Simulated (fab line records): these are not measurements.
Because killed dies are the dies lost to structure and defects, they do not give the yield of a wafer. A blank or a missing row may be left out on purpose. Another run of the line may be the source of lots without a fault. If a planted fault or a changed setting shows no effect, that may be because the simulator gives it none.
Split-lot experiment + flow n5_finfet + 7 lots, 21 wafers read, on a route of 1938 steps

ON THE SPLIT
At N5_BEOL_M1_COAT_22 (resist thk 30 nm), the setting spin_rpm was moved away from the recipe's 1500 rpm on 9 of the 21 wafers read, by -10.1% to +5.6%. This setting was run at the recipe's value on the other wafers.

FROM THE SPLIT TO THE READING: what the file shows between them, 4 steps
- N5_BEOL_M1_EBR_24
- N5_BEOL_M1_SOFTBAKE_23: time 60 s
- N5_BEOL_M1_EXPOSE_25: exposes mask V0, defocus 5 nm, target cd 24 nm
- N5_BEOL_M1_PEB_26: peb time 60 s

THE READING
CAR-EUV_of_BEOL_M1_COAT_22.thk_nm (the simulator's own value, which no gauge read), in nm, at N5_BEOL_M1_DEVELOP_27 (develop time 30 s). There is no usual value for it anywhere in the file. Average 29.6 nm, standard deviation 0.13 nm, over the 12 wafers here run with the recipe.

| wafer  | tool, chamber at the split | spin_rpm as run, rpm | against the recipe | CAR-EUV_of_BEOL_M1_COAT_22.thk_nm, nm | against lot-mates on the recipe |
|--------|----------------------------|----------------------|--------------------|---------------------------------------|---------------------------------|
| L075.1 | litho_track-04, 0          | 1391                 | -7.3%              | 30.8                                  | +1.0                            |
| L075.4 | litho_track-04, 0          | 1391                 | -7.3%              | 31                                    | +1.2                            |
| L075.6 | litho_track-04, 0          | 1500                 | recipe             | 29.8                                  | -                               |
| L079.1 | litho_track-05, 0          | 1584                 | +5.6%              | 28.8                                  | -0.9                            |
| L079.2 | litho_track-05, 0          | 1500                 | recipe             | 29.6                                  | -                               |
| L079.5 | litho_track-05, 0          | 1500                 | recipe             | 29.8                                  | -                               |
| L084.3 | litho_track-05, 0          | 1400                 | -6.7%              | 30.6                                  | +0.8                            |
| L084.4 | litho_track-05, 0          | 1500                 | recipe             | 29.8                                  | -                               |
| L084.6 | litho_track-05, 0          | 1400                 | -6.7%              | 30.8                                  | +1.0                            |
| L086.2 | litho_track-04, 0          | 1348                 | -10.1%             | 31.2                                  | +1.7                            |
| L086.3 | litho_track-04, 0          | 1500                 | recipe             | 29.4                                  | -                               |
| L086.5 | litho_track-04, 0          | 1500                 | recipe             | 29.6                                  | -                               |
| L085.2 | litho_track-05, 0          | 1500                 | recipe             | 29.6                                  | -                               |
| L085.5 | litho_track-05, 0          | 1454                 | -3.1%              | 30                                    | +0.4                            |
| L085.6 | litho_track-05, 0          | 1454                 | -3.1%              | 30                                    | +0.4                            |
| L088.2 | litho_track-04, 0          | 1455                 | -3.0%              | 30                                    | +0.5                            |
| L088.3 | litho_track-04, 0          | 1500                 | recipe             | 29.4                                  | -                               |
| L088.4 | litho_track-04, 0          | 1500                 | recipe             | 29.6                                  | -                               |
| L090.2 | litho_track-05, 0          | 1500                 | recipe             | 29.6                                  | -                               |
| L090.4 | litho_track-05, 0          | 1500                 | recipe             | 29.6                                  | -                               |
| L090.6 | litho_track-05, 0          | 1500                 | recipe             | 29.6                                  | -                               |

THE FIT
A straight line over all 21 wafers: CAR-EUV_of_BEOL_M1_COAT_22.thk_nm changes by -0.161 nm for each +1% of spin_rpm; r = -0.98; the points scatter about the line by 0.13 nm.
The same after taking each lot's own level away (the mean of its wafers on the recipe; 21 wafers): -0.154 nm for each +1%; r = -0.99; scatter 0.092 nm.
On that fit, the largest move of spin_rpm shifts the reading by 1.6 nm.
Measured against the standard deviation above, the lots' own levels, which go from 29.50 to 29.80 nm, span 2.3 times it.
The two slopes are in agreement: the lot-to-lot level therefore moves the slope only a little.
Check: with one of the wafers moved furthest among these (-10.1%) left out of the fit, the line predicts +1.48 nm for it against its lot-mates. Against them it came out at +1.7 nm.

ADDITIONAL SPLITS CARRIED BY THESE WAFERS
Note: prior to the reading, these wafers also went through further splits. Each is held against what the fit with the lots' levels taken away leaves over:
| other split on the same wafers    | wafers away from the commonest value | r with CAR-EUV_of_BEOL_M1_COAT_22.thk_nm (lot level and that fit taken away) |
|-----------------------------------|--------------------------------------|------------------------------------------------------------------------------|
| N5_BEOL_M0_SAQP_EXPOSE_37 dose_mj | 6                                    | -0.33                                                                        |
| N5_BEOL_M0_SAQP_DESCUM_45 time_s  | 4                                    | -0.09                                                                        |

THE WHOLE CHAIN: every reading that the file lists as answering this split, in the file's order
| step                  | what it does      | reading                                                                            | change (the file's fit)               | r (the file's) |
|-----------------------|-------------------|------------------------------------------------------------------------------------|---------------------------------------|----------------|
| N5_BEOL_M1_COAT_22    | resist thk 30 nm  | CAR-EUV_of_BEOL_M1_COAT_22.thk_nm (the simulator's own value, which no gauge read) | -0.151 nm for each +1% of the setting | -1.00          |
| N5_BEOL_M1_DEVELOP_27 | develop time 30 s | CAR-EUV_of_BEOL_M1_COAT_22.thk_nm (the simulator's own value, which no gauge read) | -0.156 nm for each +1% of the setting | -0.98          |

THE FILE'S OWN FIT
CAR-EUV_of_BEOL_M1_COAT_22.thk_nm changes by -0.156 nm for each +1% of spin_rpm, r = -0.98.
